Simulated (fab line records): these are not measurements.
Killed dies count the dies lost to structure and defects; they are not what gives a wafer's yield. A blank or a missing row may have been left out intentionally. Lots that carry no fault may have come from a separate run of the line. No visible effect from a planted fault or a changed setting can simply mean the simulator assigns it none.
Chamber matching	flow nand-harc	ald-hk-04 running NHARC_A_CHANNEL_FILL_D1_ALD_02: 4 sister chambers
The step deposits SiO2, target thk 6 nm, pulse time 10 s, ald cycles 60. 4 wafers are shown with their chamber, then 8 later ones without.

EACH WAFER AND ITS CHAMBER
wafer	chamber	heater-power-w (W)
L085.4	0	463
L090.2	2	469
L090.5	1	432
L091.2	3	417

WAFERS MISSING THEIR CHAMBER
wafer	heater-power-w (W)
L091.4	463
L091.5	448
L095.1	479
L095.3	421
L095.4	463
L097.1	473
L097.3	436
L097.4	425

THE CHAMBER EACH PASSED THROUGH
wafer	from the rows above	in truth
L091.4	can't be placed: 0 or 2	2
L091.5	can't be placed: 0 or 1 or 2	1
L095.1	can't be placed: 2 or 0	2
L095.3	can't be placed: 3 or 1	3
L095.4	can't be placed: 0 or 2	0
L097.1	can't be placed: 2 or 0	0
L097.3	1	1
L097.4	can't be placed: 1 or 3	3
Correctly placed: 1 of 8. These rows do not allow placing 7 (true chamber among the candidates in 7). Wrongly placed: 0.
How it was worked out, from the rows above alone: a wafer's distance from a chamber is the root of the sum, over the readings, of the square of ((its reading less the chamber's mean) divided by the reading's scatter). The wafer belongs to the nearest chamber; if the next one is less than 2 further off, it can't be placed. For every chamber, the mean is computed from those of its wafers that are shown. The scatter: root of mean squared gap, hidden wafer to nearest shown wafer, with one shown wafer a chamber.
